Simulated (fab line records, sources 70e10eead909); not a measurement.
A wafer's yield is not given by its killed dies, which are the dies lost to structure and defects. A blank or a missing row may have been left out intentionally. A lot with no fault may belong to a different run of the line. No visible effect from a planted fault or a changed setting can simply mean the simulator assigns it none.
fab line records    flow nand-harc
record: lots: 24  wafers: 72  last-day: 34
route steps=1302 shown A_CHANNEL_HOLE_D1@487 A_CHANNEL_FILL_D1@509 A_ONON_D2@559 A_CHANNEL_HOLE_D2@590
lots with no fault: from the same line, run without faults
start-h: hours from the record's opening day to when the first of the lot's shown wafers began    wait-h: time in hours since the lot's previous step    " repeats the value in the row above    L1.1+2: a single row standing in for several wafers    - no value present, or no start provided    * or withheld: withheld    < > ~ a bound
route shown NAME@n: NAME is a module with steps in the file, n the number in the route of the first one    usual: average and standard deviation across the fault-free wafers    same: alike in all rows    chamber/n: place in a boat    sites: readings site by site    _std_site: standard deviation of those values    _edge_site: outer sites' mean less inner sites'    radius-mm: how far each site lies from the wafer's centre    mask NAME#n: copy n    behind: the most recent tool/chamber to have shaped the wafer    hold: reason for holding the lot/hours on hold/outcome of the hold    device: names the non-switching transistor (n, p or np)    end of line: the route-end tests of the same wafers    a step with no rows: only its recipe    killed: dies that structure and defects cost at the first sort, which is not the same as the wafer's yield    map: a wafer's dies, x killed, . not, _ none there
set.NAME: the setting that was run; set.NAME@STEP: the one run at that earlier step    model.NAME: the simulator's own value behind a step, which no gauge read
steps of the route over a sample of lots; a table a step, a row a wafer
services: from which hour (start-h, from the record's first day; less than 0 if before it) a tool's chamber was out of use, for how many hours, and why
== steps ==
step: NHARC_A_CHANNEL_HOLE_D1_CD_MEAS_30
usual: cd-nm: 90.1/1.3
lot.wafer  tool       chamber  start-h  wait-h  cd-nm
L074.1     cd-sem-03  -        188.39   -       92.0
L074.2     "          -        "        "       91.0
L074.5     "          -        "        "       90.7
L075.4     cd-sem-01  -        196.38   0.1     87.6
L075.5     "          -        "        "       90.7
L075.6     "          -        "        "       89.2
L076.3     cd-sem-03  -        206.94   0.1     89.4
L076.4     "          -        "        "       89.2
L076.6     "          -        "        "       90.4
L077.1     cd-sem-01  -        216.53   -       90.4
L077.4     "          -        "        "       90.0
L077.5     "          -        "        "       93.2
L078.4     cd-sem-02  -        231.63   -       88.6
L078.5     "          -        "        "       90.9
L078.6     "          -        "        "       89.5
L079.1     cd-sem-02  -        237.48   -       86.7
L079.4     "          -        "        "       87.2
L079.5     "          -        "        "       88.1
L080.3     cd-sem-02  -        249.43   -       91.6
L080.4     "          -        "        "       90.5
L080.6     "          -        "        "       90.6
L081.2     cd-sem-02  -        265.05   -       89.4
L081.3     "          -        "        "       88.8
L081.6     "          -        "        "       90.3
L082.1     cd-sem-03  -        273.44   -       91.7
L082.3     "          -        "        "       89.9
L082.5     "          -        "        "       89.9
L083.1     cd-sem-02  -        280.75   -       92.2
L083.2     "          -        "        "       91.1
L083.6     "          -        "        "       92.4
L084.2     cd-sem-01  -        290.27   -       90.5
L084.3     "          -        "        "       91.7
L084.4     "          -        "        "       89.6
L086.1     cd-sem-03  -        309.33   -       90.3
L086.5     "          -        "        "       91.8
L086.6     "          -        "        "       91.5
L085.1     cd-sem-02  -        310.67   -       89.3
L085.2     "          -        "        "       90.4
L085.4     "          -        "        "       89.6
L088.3     cd-sem-02  -        328.63   -       91.0
L088.5     "          -        "        "       88.2
L088.6     "          -        "        "       91.7
L089.2     cd-sem-02  -        329.34   -       90.2
L089.3     "          -        "        "       91.2
L089.5     "          -        "        "       88.7
L087.1     cd-sem-01  -        332.62   -       89.0
L087.5     "          -        "        "       90.0
L087.6     "          -        "        "       87.6
L090.1     cd-sem-02  -        352.22   -       91.2
L090.2     "          -        "        "       89.5
L090.5     "          -        "        "       89.1
L091.2     cd-sem-02  -        364.43   -       90.7
L091.4     "          -        "        "       90.1
L091.5     "          -        "        "       90.7
L092.1     cd-sem-03  -        372.23   -       89.0
L092.2     "          -        "        "       89.5
L092.3     "          -        "        "       91.0
L093.1     cd-sem-02  -        376.84   -       89.8
L093.4     "          -        "        "       89.2
L093.6     "          -        "        "       91.1
L094.3     cd-sem-02  -        388.49   -       90.3
L094.4     "          -        "        "       91.6
L094.5     "          -        "        "       92.7
L095.2     cd-sem-01  -        401.75   -       89.2
L095.4     "          -        "        "       89.7
L095.6     "          -        "        "       89.5
L096.2     cd-sem-02  -        412.88   -       90.5
L096.4     "          -        "        "       89.0
L096.6     "          -        "        "       90.2
L097.4     cd-sem-01  -        413.58   -       89.3
L097.5     "          -        "        "       89.0
L097.6     "          -        "        "       89.8
step: NHARC_A_CHANNEL_FILL_D1_STRIP_29
recipe: time-s: 20  o2-flow-sccm: 500  ar-flow-sccm: 0  bias-w: 0  chemistry: O2
usual: drypump-motor-current-A: 5.5/0.42  mfc-ar-sccm: 0.008/0.012  oes-product-au: 1.000/0.0096  rf-vpp-V: 57.7/0.89  showerhead-plenum-p-Torr: 3.48/0.11  throttle-valve-pct: 17.036/0.0092
lot.wafer  tool         chamber  start-h  wait-h  drypump-motor-current-A  mfc-ar-sccm  oes-product-au  rf-hours-counter-h  rf-vpp-V  showerhead-plenum-p-Torr  throttle-valve-pct
L074.2     rie-diel-07  3        -        -       5.9                      0            0.999           7                   56.4      3.35                      17.041
L074.1     "            0        "        "       5.8                      0            0.997           4                   58.5      3.54                      17.042
L074.5     "            2        "        "       5.4                      0.001        1.027           -                   58.9      3.58                      17.045
L075.4     rie-diel-10  1        -        -       5.6                      0.020        1.000           9                   58.3      3.37                      17.044
L075.6     "            1        "        "       5.6                      0.020        0.995           -                   56.5      3.37                      17.017
L075.5     "            2        "        "       6.1                      0            1.013           -                   58.1      3.62                      17.029
L076.4     rie-diel-11  1        -        -       5.4                      0            0.990           7                   58.0      3.56                      17.042
L076.3     "            2        "        "       5.7                      0.008        0.998           7                   56.2      3.50                      17.041
L076.6     "            2        "        "       5.7                      0.008        0.990           -                   59.2      3.50                      17.049
L077.1     rie-diel-10  0        -        -       6.0                      0            0.991           0                   57.3      3.33                      17.039
L077.4     "            2        "        "       6.1                      0            0.996           0                   58.9      3.62                      17.035
L077.5     "            1        "        "       5.6                      0.020        0.993           -                   55.9      3.37                      17.036
L078.4     rie-diel-11  0        -        -       5.0                      0.026        0.990           0                   57.7      3.44                      17.026
L078.5     "            3        "        "       4.9                      0            1.009           -                   57.0      3.57                      17.055
L078.6     "            0        "        "       5.0                      0.026        1.009           -                   58.9      3.44                      17.033
L079.1     rie-diel-07  3        -        -       5.9                      0            1.002           10                  57.3      3.34                      17.036
L079.4     "            0        "        "       5.8                      0            1.012           7                   57.4      3.54                      17.037
L079.5     "            3        "        "       5.9                      0            0.997           -                   58.3      3.34                      17.018
L080.4     rie-diel-10  3        -        -       5.4                      0            1.006           1                   57.8      3.63                      17.034
L080.3     "            0        "        "       6.0                      0            0.993           1                   57.1      3.33                      17.029
L080.6     "            2        "        "       6.1                      0            1.022           -                   59.4      3.61                      17.048
L081.2     rie-diel-10  3        -        -       5.4                      0            1.003           2                   56.7      3.63                      17.038
L081.3     "            0        "        "       6.0                      0            0.998           2                   57.8      3.33                      17.039
L081.6     "            3        "        "       5.4                      0            0.992           -                   56.2      3.63                      17.040
L082.3     rie-diel-11  1        -        -       5.4                      0            0.998           2                   59.3      3.56                      17.028
L082.1     "            0        "        "       5.1                      0.026        0.995           2                   57.2      3.44                      17.027
L082.5     "            2        "        "       5.7                      0.008        1.022           -                   56.6      3.50                      17.039
L083.1     rie-diel-11  3        -        -       4.9                      0            0.994           3                   55.9      3.57                      17.043
L083.2     "            1        "        "       5.4                      0            0.995           3                   58.3      3.56                      17.036
L083.6     "            0        "        "       5.0                      0.026        0.993           -                   58.9      3.44                      17.035
L084.3     rie-diel-11  0        -        -       5.0                      0.026        1.011           3                   54.9      3.44                      17.032
L084.2     "            1        "        "       5.4                      0            1.000           3                   56.9      3.56                      17.026
L084.4     "            2        "        "       5.7                      0.008        1.012           3                   59.0      3.50                      17.016
L085.4     rie-diel-11  0        -        -       5.0                      0.026        1.006           3                   57.1      3.44                      17.032
L085.2     "            1        "        "       5.4                      0            0.993           3                   56.5      3.56                      17.039
L085.1     "            2        "        "       5.7                      0.008        1.011           3                   56.8      3.50                      17.033
L086.1     rie-diel-07  3        -        -       5.9                      0            0.991           2                   57.9      3.34                      17.062
L086.6     "            1        "        "       4.7                      0.035        1.002           -                   57.2      3.30                      17.040
L086.5     "            2        "        "       5.4                      0.001        1.017           -                   58.2      3.57                      17.035
L087.1     rie-diel-07  2        -        -       5.4                      0.001        1.006           4                   57.6      3.57                      17.041
L087.5     "            2        "        "       5.4                      0.001        1.005           -                   58.1      3.57                      17.023
L087.6     "            3        "        "       5.9                      0            1.003           -                   57.6      3.34                      17.032
L088.3     rie-diel-10  2        -        -       6.1                      0            1.001           7                   58.1      3.61                      17.041
L088.6     "            0        "        "       6.0                      0            0.991           -                   57.0      3.32                      17.038
L088.5     "            1        "        "       5.7                      0.020        0.988           -                   57.5      3.36                      17.045
L089.3     rie-diel-11  0        -        -       5.1                      0.026        1.006           5                   57.1      3.44                      17.035
L089.2     "            1        "        "       5.4                      0            0.998           4                   56.8      3.56                      17.030
L089.5     "            0        "        "       5.0                      0.026        1.008           -                   57.4      3.44                      17.041
L090.2     rie-diel-07  1        394.54   0.1     4.7                      0.035        0.993           6                   56.6      3.30                      17.040
L090.1     "            0        "        "       5.9                      0            1.017           6                   58.2      3.54                      17.030
L090.5     "            1        "        "       4.7                      0.035        0.982           -                   57.2      3.30                      17.037
L091.2     rie-diel-10  1        -        -       5.7                      0.020        0.991           9                   55.8      3.36                      17.040
L091.4     "            2        "        "       6.1                      0            1.007           8                   57.2      3.61                      17.043
L091.5     "            1        "        "       5.7                      0.020        1.001           -                   57.3      3.36                      17.042
L092.2     rie-diel-10  1        -        -       5.6                      0.020        0.995           10                  58.1      3.36                      17.059
L092.3     "            2        "        "       6.1                      0            1.008           9                   58.4      3.61                      17.041
L092.1     "            3        "        "       5.4                      0            1.001           9                   58.5      3.63                      17.039
L093.1     rie-diel-11  0        419.43   0.1     5.1                      0.026        1.013           7                   57.7      3.44                      17.047
L093.6     "            0        "        "       5.1                      0.026        1.008           -                   57.8      3.44                      17.043
L093.4     "            1        "        "       5.4                      0            1.015           -                   57.3      3.55                      17.047
L094.4     rie-diel-10  0        -        -       6.0                      0            0.998           0                   58.0      3.32                      17.027
L094.3     "            1        "        "       5.6                      0.020        1.003           0                   58.0      3.36                      17.032
L094.5     "            3        "        "       5.4                      0            0.996           -                   57.7      3.63                      17.041
L095.2     rie-diel-11  0        -        -       5.1                      0.026        0.987           0                   58.5      3.44                      17.044
L095.4     "            3        "        "       4.9                      0            0.991           0                   58.3      3.56                      17.036
L095.6     "            0        "        "       5.1                      0.026        0.988           -                   58.6      3.44                      17.031
L096.4     rie-diel-07  2        -        -       5.4                      0.001        0.991           8                   57.8      3.57                      17.024
L096.2     "            3        "        "       5.9                      0            0.988           10                  57.7      3.34                      17.033
L096.6     "            1        "        "       4.7                      0.035        1.000           -                   56.5      3.30                      17.044
L097.4     rie-diel-11  2        -        -       5.7                      0.008        1.012           1                   58.3      3.49                      17.036
L097.5     "            3        "        "       5.0                      0            0.994           -                   58.2      3.56                      17.038
L097.6     "            0        "        "       5.0                      0.026        0.992           -                   58.5      3.44                      17.032
step: NHARC_A_CHANNEL_FILL_D1_CMP_10
recipe: target-thk-nm: 150
usual: edge-zone-pressure-frac: 0.999/0.0054  motor-current-A: 10.9/0.92  slurry-filter-dp-kPa: 13.48/0.13  time-to-endpoint-s: 14.2/2.2
lot.wafer  tool    chamber  start-h  wait-h  edge-zone-pressure-frac  motor-current-A  slurry-filter-dp-kPa  time-to-endpoint-s
L074.2     cmp-03  0        234.79   0.4     1.001                    9.9              13.28                 15.5
L074.1     "       1        "        "       1.004                    12.5             13.44                 16.4
L074.5     "       0        "        "       1.003                    10.0             13.41                 14.8
L075.4     cmp-03  2        247.95   0.4     0.996                    11.0             13.41                 11.6
L075.6     "       3        "        "       1.004                    10.9             13.64                 12.8
L075.5     "       0        "        "       0.999                    9.3              13.60                 15.4
L076.4     cmp-01  3        255.35   0.4     1.011                    11.6             13.36                 12.7
L076.3     "       1        "        "       1.000                    13.1             13.29                 13.8
L076.6     "       3        "        "       1.003                    12.3             13.33                 12.1
L077.4     cmp-03  2        264.51   0.4     1.002                    11.6             13.46                 18.8
L077.1     "       0        "        "       0.994                    9.5              13.20                 19.2
L077.5     "       2        "        "       1.000                    11.5             13.27                 15.0
L078.4     cmp-03  0        280.46   0.4     1.002                    9.8              13.63                 14.5
L078.6     "       1        "        "       0.998                    11.7             13.61                 12.4
L078.5     "       2        "        "       0.994                    10.7             13.64                 11.6
L079.4     cmp-03  1        285.65   0.4     1.000                    11.5             13.45                 13.0
L079.1     "       3        "        "       0.997                    10.2             13.35                 13.6
L079.5     "       1        "        "       0.996                    11.7             13.36                 15.4
L080.3     cmp-04  2        298.30   0.4     1.004                    10.4             13.52                 13.6
L080.4     "       1        "        "       0.991                    11.7             13.47                 13.5
L080.6     "       3        "        "       1.006                    11.8             13.53                 15.5
L081.2     cmp-03  3        312.71   0.4     0.999                    10.6             13.44                 11.8
L081.3     "       0        "        "       1.000                    9.7              13.64                 15.0
L081.6     "       0        "        "       0.996                    9.8              13.71                 15.2
L082.3     cmp-01  3        327.53   0.4     1.007                    11.7             13.42                 17.7
L082.1     "       0        "        "       0.992                    11.0             13.61                 16.3
L082.5     "       2        "        "       1.001                    11.1             13.43                 19.8
L083.2     cmp-03  1        338.55   0.4     0.995                    11.5             13.56                 11.9
L083.1     "       2        "        "       0.996                    11.2             13.52                 11.4
L083.6     "       0        "        "       0.996                    9.4              13.63                 12.2
L084.4     cmp-04  1        347.88   0.4     0.999                    12.1             13.63                 13.9
L084.3     "       2        "        "       1.000                    10.4             13.70                 14.8
L084.2     "       3        "        "       1.005                    12.3             13.34                 14.5
L085.1     cmp-03  2        357.62   0.4     1.003                    10.7             13.54                 14.5
L085.2     "       3        "        "       0.999                    10.7             13.65                 12.9
L085.4     "       0        "        "       1.008                    10.0             13.64                 15.7
L086.1     cmp-04  0        357.64   0.4     0.997                    9.8              13.61                 20.3
L086.5     "       2        "        "       1.006                    9.9              13.50                 13.1
L086.6     "       3        "        "       1.001                    11.8             13.38                 18.3
L089.2     cmp-04  1        377.87   0.4     0.999                    11.6             13.39                 12.7
L089.3     "       0        "        "       1.001                    9.6              13.38                 13.7
L089.5     "       1        "        "       0.992                    11.7             13.35                 12.5
L087.1     cmp-01  3        377.89   0.4     1.000                    12.5             13.31                 15.0
L087.5     "       2        "        "       1.018                    10.8             13.55                 17.2
L087.6     "       3        "        "       1.001                    12.2             13.37                 15.4
L088.3     cmp-03  1        377.89   0.4     0.996                    11.3             13.70                 12.5
L088.5     "       0        "        "       1.002                    9.6              13.63                 12.7
L088.6     "       1        "        "       1.004                    11.4             13.40                 12.3
L090.1     cmp-04  0        400.31   0.4     0.996                    9.6              13.39                 16.8
L090.2     "       1        "        "       1.004                    11.5             13.50                 17.6
L090.5     "       0        "        "       0.999                    9.2              13.39                 15.7
L091.4     cmp-04  1        413.28   0.4     1.000                    11.9             13.60                 12.6
L091.2     "       2        "        "       1.007                    10.1             13.61                 13.6
L091.5     "       1        "        "       0.998                    10.6             13.41                 12.2
L092.3     cmp-03  0        420.64   0.4     0.995                    9.6              13.53                 10.8
L092.1     "       1        "        "       0.999                    11.4             13.60                 13.7
L092.2     "       3        "        "       0.998                    10.9             13.46                 11.3
L093.4     cmp-04  1        425.10   0.4     1.010                    11.1             13.60                 8.5
L093.1     "       2        "        "       1.000                    10.0             13.53                 10.4
L093.6     "       1        "        "       1.002                    11.7             13.46                 10.3
L094.4     cmp-03  3        436.21   0.4     1.005                    11.0             13.44                 11.7
L094.3     "       0        "        "       1.000                    9.9              13.44                 15.6
L094.5     "       1        "        "       0.997                    11.5             13.55                 15.5
L095.2     cmp-01  0        451.66   0.4     0.999                    10.6             13.44                 10.8
L095.4     "       1        "        "       0.999                    13.0             13.52                 15.1
L095.6     "       3        "        "       1.001                    12.3             13.39                 11.4
L096.4     cmp-01  1        460.52   0.4     0.996                    12.7             13.70                 11.9
L096.2     "       0        "        "       1.003                    10.9             13.44                 11.5
L096.6     "       1        "        "       1.006                    12.7             13.43                 12.8
L097.4     cmp-04  2        460.55   0.4     0.993                    10.4             13.49                 13.4
L097.6     "       1        "        "       0.988                    11.0             13.41                 13.1
L097.5     "       2        "        "       0.996                    10.1             13.40                 13.5
step: NHARC_A_ONON_D2_THK_MEAS_21
recipe: thk-meas-gauge: ellipsometry
usual: thk-nm: 1000/7.6
lot.wafer  tool           chamber  start-h  wait-h  thk-nm
L074.1     film-metro-02  -        281.05   -       997
L074.2     "              -        "        "       997
L074.5     "              -        "        "       997
L075.4     film-metro-01  -        297.94   -       1006
L075.5     "              -        "        "       1006
L075.6     "              -        "        "       1005
L076.3     film-metro-01  -        301.71   -       1000
L076.4     "              -        "        "       1000
L076.6     "              -        "        "       1000
L077.1     film-metro-01  -        307.43   -       999
L077.4     "              -        "        "       999
L077.5     "              -        "        "       1000
L078.4     film-metro-02  -        330.07   -       994
L078.5     "              -        "        "       996
L078.6     "              -        "        "       996
L079.1     film-metro-02  -        334.40   -       1005
L079.4     "              -        "        "       1004
L079.5     "              -        "        "       1004
L080.3     film-metro-01  -        349.07   -       1006
L080.4     "              -        "        "       1006
L080.6     "              -        "        "       1007
L081.2     film-metro-01  -        356.76   -       984
L081.3     "              -        "        "       983
L081.6     "              -        "        "       985
L082.1     film-metro-01  -        379.98   -       1001
L082.3     "              -        "        "       1002
L082.5     "              -        "        "       1004
L084.2     film-metro-01  -        391.57   -       1006
L084.3     "              -        "        "       1007
L084.4     "              -        "        "       1007
L083.1     film-metro-02  -        391.57   -       1006
L083.2     "              -        "        "       1004
L083.6     "              -        "        "       1005
L085.1     film-metro-01  -        403.44   -       1005
L085.2     "              -        "        "       1006
L085.4     "              -        "        "       1005
L086.1     film-metro-02  -        403.44   -       1016
L086.5     "              -        "        "       1016
L086.6     "              -        "        "       1016
L088.3     film-metro-02  -        430.55   -       999
L088.5     "              -        "        "       1001
L088.6     "              -        "        "       999
L087.1     film-metro-01  -        430.55   -       999
L087.5     "              -        "        "       1000
L087.6     "              -        "        "       999
L089.2     film-metro-02  -        430.56   -       990
L089.3     "              -        "        "       989
L089.5     "              -        "        "       991
L090.1     film-metro-02  -        446.58   -       984
L090.2     "              -        "        "       986
L090.5     "              -        "        "       983
L091.2     film-metro-02  -        459.71   -       999
L091.4     "              -        "        "       998
L091.5     "              -        "        "       999
L092.1     film-metro-01  -        470.89   -       1001
L092.2     "              -        "        "       1001
L092.3     "              -        "        "       1000
L093.1     film-metro-02  -        470.89   -       995
L093.4     "              -        "        "       995
L093.6     "              -        "        "       995
L094.3     film-metro-01  -        488.79   -       1002
L094.4     "              -        "        "       1002
L094.5     "              -        "        "       1002
L095.2     film-metro-02  -        501.45   -       983
L095.4     "              -        "        "       984
L095.6     "              -        "        "       984
L096.2     film-metro-02  -        511.28   -       1004
L096.4     "              -        "        "       1003
L096.6     "              -        "        "       1002
L097.4     film-metro-01  -        511.28   -       1005
L097.5     "              -        "        "       1004
L097.6     "              -        "        "       1004
step: NHARC_A_CHANNEL_HOLE_D2_CD_MEAS_18
usual: cd-nm: 99.0/2.4
lot.wafer  tool       chamber  start-h  wait-h  cd-nm
L074.1     cd-sem-03  -        290.05   -       97.9
L074.2     "          -        "        "       102.6
L074.5     "          -        "        "       100.0
L075.4     cd-sem-02  -        307.49   -       97.2
L075.5     "          -        "        "       97.8
L075.6     "          -        "        "       100.8
L076.3     cd-sem-02  -        314.84   -       102.8
L076.4     "          -        "        "       104.4
L076.6     "          -        "        "       98.8
L077.1     cd-sem-03  -        319.56   -       103.0
L077.4     "          -        "        "       102.4
L077.5     "          -        "        "       97.7
L078.4     cd-sem-02  -        337.51   -       98.2
L078.5     "          -        "        "       96.1
L078.6     "          -        "        "       95.7
L079.1     cd-sem-03  -        341.81   -       101.2
L079.4     "          -        "        "       100.8
L079.5     "          -        "        "       101.5
L080.3     cd-sem-03  -        356.86   -       98.9
L080.4     "          -        "        "       99.5
L080.6     "          -        "        "       101.6
L081.2     cd-sem-03  -        363.38   -       96.5
L081.3     "          -        "        "       98.5
L081.6     "          -        "        "       98.8
L082.1     cd-sem-02  -        386.71   -       98.2
L082.3     "          -        "        "       99.2
L082.5     "          -        "        "       96.8
L084.2     cd-sem-03  -        398.07   -       98.3
L084.3     "          -        "        "       94.5
L084.4     "          -        "        "       96.0
L083.1     cd-sem-02  -        398.46   -       95.8
L083.2     "          -        "        "       98.6
L083.6     "          -        "        "       95.8
L086.1     cd-sem-02  -        409.94   -       101.1
L086.5     "          -        "        "       103.2
L086.6     "          -        "        "       100.2
L085.1     cd-sem-01  -        411.90   -       99.7
L085.2     "          -        "        "       101.3
L085.4     "          -        "        "       99.1
L087.1     cd-sem-02  -        439.67   -       100.0
L087.5     "          -        "        "       99.7
L087.6     "          -        "        "       95.6
L088.3     cd-sem-02  -        441.00   -       104.5
L088.5     "          -        "        "       99.1
L088.6     "          -        "        "       102.5
L089.2     cd-sem-03  -        441.58   -       100.3
L089.3     "          -        "        "       98.2
L089.5     "          -        "        "       100.8
L090.1     cd-sem-02  -        452.76   -       98.1
L090.2     "          -        "        "       98.2
L090.5     "          -        "        "       99.6
L091.2     cd-sem-02  -        465.97   -       97.5
L091.4     "          -        "        "       98.3
L091.5     "          -        "        "       98.1
L092.1     cd-sem-02  -        477.05   -       93.8
L092.2     "          -        "        "       97.6
L092.3     "          -        "        "       96.4
L093.1     cd-sem-03  -        477.40   -       99.8
L093.4     "          -        "        "       97.9
L093.6     "          -        "        "       94.1
L094.3     cd-sem-03  -        496.11   -       93.1
L094.4     "          -        "        "       100.5
L094.5     "          -        "        "       96.3
L095.2     cd-sem-01  -        507.73   -       94.8
L095.4     "          -        "        "       97.7
L095.6     "          -        "        "       100.2
L096.2     cd-sem-02  -        520.16   -       98.3
L096.4     "          -        "        "       100.4
L096.6     "          -        "        "       99.2
L097.4     cd-sem-02  -        520.32   -       100.0
L097.5     "          -        "        "       101.6
L097.6     "          -        "        "       101.0
step: NHARC_A_CHANNEL_HOLE_D2_ETCH_25
recipe: bias-v: 5000  source-w: withheld  pressure-mtorr: 20  time-s: 1040.2  ar-flow-sccm: 375  c4f8-flow-sccm: 93.8  o2-flow-sccm: 31.2  temp-c: -20  target-depth-a: 15000  chemistry: C4F8/O2/Ar
usual: drypump-motor-current-A: 5.24/0.21  mfc-ar-sccm: 375.0/1.1  showerhead-plenum-p-Torr: 3.67/0.11  throttle-valve-pct: 32.235/0.0092
lot.wafer  tool         chamber  start-h  wait-h  drypump-motor-current-A  mfc-ar-sccm  rf-hours-counter-h  showerhead-plenum-p-Torr  throttle-valve-pct
L074.2     har-etch-01  0        293.02   0.6     5.40                     374.6        148                 3.70                      32.231
L074.1     "            1        "        "       5.34                     376.5        148                 3.63                      32.241
L074.5     "            1        "        "       5.33                     377.2        -                   3.63                      32.222
L075.4     har-etch-02  1        311.29   0.7     5.38                     375.1        -                   3.68                      32.246
L075.5     "            0        "        "       4.89                     376.7        -                   3.59                      32.227
L075.6     "            1        "        "       5.40                     372.9        -                   3.67                      32.225
L076.4     har-etch-01  1        319.66   0.7     5.36                     374.1        -                   3.62                      32.236
L076.3     "            0        "        "       5.40                     375.2        -                   3.69                      32.254
L076.6     "            1        "        "       5.36                     375.5        -                   3.62                      32.233
L077.1     har-etch-02  1        322.53   0.6     5.38                     375.5        381                 3.67                      32.257
L077.4     "            0        "        "       4.90                     374.1        -                   3.58                      32.236
L077.5     "            0        "        "       4.91                     374.3        -                   3.58                      32.243
L079.1     har-etch-01  1        344.93   0.7     5.34                     375.8        179                 3.61                      32.236
L079.4     "            1        "        "       5.32                     376.6        -                   3.61                      32.229
L079.5     "            1        "        "       5.33                     375.2        -                   3.61                      32.230
L078.4     har-etch-02  0        346.24   1.4     4.90                     372.6        -                   3.57                      32.242
L078.5     "            0        "        "       4.90                     374.6        -                   3.57                      32.231
L078.6     "            0        "        "       4.91                     374.3        -                   3.57                      32.234
L080.3     har-etch-02  1        364.92   0.7     5.38                     374.2        -                   3.66                      32.229
L080.4     "            0        "        "       4.88                     377.4        -                   3.57                      32.228
L080.6     "            0        "        "       4.90                     376.6        -                   3.57                      32.233
L081.2     har-etch-02  1        368.79   0.6     5.38                     375.0        396                 3.66                      32.236
L081.3     "            0        "        "       4.87                     373.4        -                   3.57                      32.248
L081.6     "            1        "        "       5.39                     374.2        -                   3.66                      32.231
L082.1     har-etch-01  1        390.20   0.7     5.36                     374.1        209                 3.60                      32.227
L082.3     "            0        "        "       5.38                     374.5        -                   3.67                      32.227
L082.5     "            0        "        "       5.39                     375.4        -                   3.67                      32.237
L084.2     har-etch-01  1        401.03   0.6     5.32                     376.0        217                 3.59                      32.231
L084.4     "            1        "        "       5.33                     373.3        -                   3.59                      32.242
L084.3     "            0        "        "       5.39                     375.2        -                   3.66                      32.246
L083.2     har-etch-02  0        403.30   0.6     4.91                     375.8        7                   3.92                      32.233
L083.1     "            1        "        "       5.36                     373.3        7                   3.66                      32.245
L083.6     "            1        "        "       5.37                     373.3        -                   3.66                      32.238
L086.1     har-etch-01  0        414.58   0.7     5.39                     374.5        224                 3.66                      32.218
L086.6     "            1        "        "       5.34                     374.7        -                   3.59                      32.224
L086.5     "            0        "        "       5.40                     373.6        -                   3.66                      32.237
L085.1     har-etch-02  0        418.70   0.6     4.92                     374.4        18                  3.92                      32.249
L085.2     "            1        "        "       5.37                     374.5        18                  3.65                      32.224
L085.4     "            1        "        "       5.38                     374.5        -                   3.65                      32.227
L087.1     har-etch-01  1        442.79   0.7     5.32                     376.2        240                 3.58                      32.246
L087.6     "            0        "        "       5.39                     376.4        -                   3.65                      32.235
L087.5     "            1        "        "       5.33                     374.8        -                   3.58                      32.246
L088.3     har-etch-02  1        444.25   0.7     5.39                     374.8        -                   3.64                      32.242
L088.5     "            1        "        "       5.39                     375.2        -                   3.64                      32.237
L088.6     "            0        "        "       4.87                     376.9        -                   3.91                      32.229
L089.2     har-etch-01  1        446.94   0.7     5.35                     374.2        243                 3.58                      32.224
L089.3     "            0        "        "       5.39                     375.5        -                   3.65                      32.246
L089.5     "            1        "        "       5.33                     376.2        -                   3.58                      32.246
L090.1     har-etch-01  0        458.87   0.6     5.40                     373.2        251                 3.64                      32.243
L090.2     "            1        "        "       5.32                     373.7        251                 3.58                      32.224
L090.5     "            0        "        "       5.40                     374.2        -                   3.64                      32.243
L091.2     har-etch-02  0        469.11   0.7     4.92                     376.9        45                  3.90                      32.228
L091.4     "            1        "        "       5.38                     373.4        -                   3.64                      32.238
L091.5     "            0        "        "       4.92                     375.5        -                   3.90                      32.245
L092.2     har-etch-01  1        480.02   0.6     5.34                     376.1        266                 3.57                      32.239
L092.1     "            0        "        "       5.39                     375.1        266                 3.64                      32.236
L092.3     "            1        "        "       5.35                     375.3        -                   3.57                      32.238
L093.1     har-etch-02  1        481.18   0.6     5.40                     372.7        56                  3.63                      32.231
L093.4     "            1        "        "       5.38                     374.6        -                   3.63                      32.238
L093.6     "            0        "        "       4.90                     377.7        -                   3.90                      32.232
L094.4     har-etch-02  1        499.36   0.7     5.39                     374.8        -                   3.63                      32.239
L094.3     "            0        "        "       4.93                     375.6        -                   3.89                      32.235
L094.5     "            1        "        "       5.37                     374.7        -                   3.63                      32.223
L095.2     har-etch-02  0        510.69   0.6     4.92                     374.1        68                  3.89                      32.228
L095.4     "            0        "        "       4.90                     375.3        -                   3.89                      32.218
L095.6     "            0        "        "       4.91                     375.1        -                   3.89                      32.229
L096.2     har-etch-02  1        525.50   0.6     5.40                     375.3        76                  3.62                      32.254
L096.4     "            0        "        "       4.89                     374.9        -                   3.88                      32.238
L096.6     "            0        "        "       4.89                     375.4        -                   3.89                      32.229
L097.4     har-etch-01  0        526.25   0.7     5.38                     374.8        -                   3.62                      32.241
L097.5     "            0        "        "       5.39                     375.2        -                   3.62                      32.245
L097.6     "            1        "        "       5.33                     375.3        -                   3.56                      32.247
== services ==
tool         chamber  start-h  hours  kind
cmp-04       -        212.37   4.0    pm
har-etch-02  -        227.03   2.7    repair
rie-diel-10  -        242.50   9.0    pm
cmp-03       -        245.30   0.8    repair
cmp-03       -        255.50   2.6    repair
rie-diel-11  -        255.60   9.0    pm
cmp-03       -        260.01   4.0    pm
cmp-04       -        310.37   4.0    pm
cmp-04       -        315.08   0.7    repair
cmp-03       -        320.51   2.7    repair
rie-diel-10  2        322.48   9.0    repair
cmp-03       -        331.62   0.4    repair
cmp-03       -        358.01   4.0    pm
har-etch-02  -        378.41   17.0   pm
rie-diel-11  2        388.89   8.8    repair
rie-diel-11  3        397.31   6.1    repair
rie-diel-11  2        407.62   15.8   repair
cmp-03       -        412.64   2.3    repair
rie-diel-11  -        432.73   9.0    pm
cmp-03       -        456.01   4.0    pm
rie-diel-11  -        488.22   0.5    repair
rie-diel-11  0        503.24   7.1    repair
rie-diel-11  1        507.42   3.0    repair
cmp-03       -        508.24   0.7    repair
== key ==
fault none
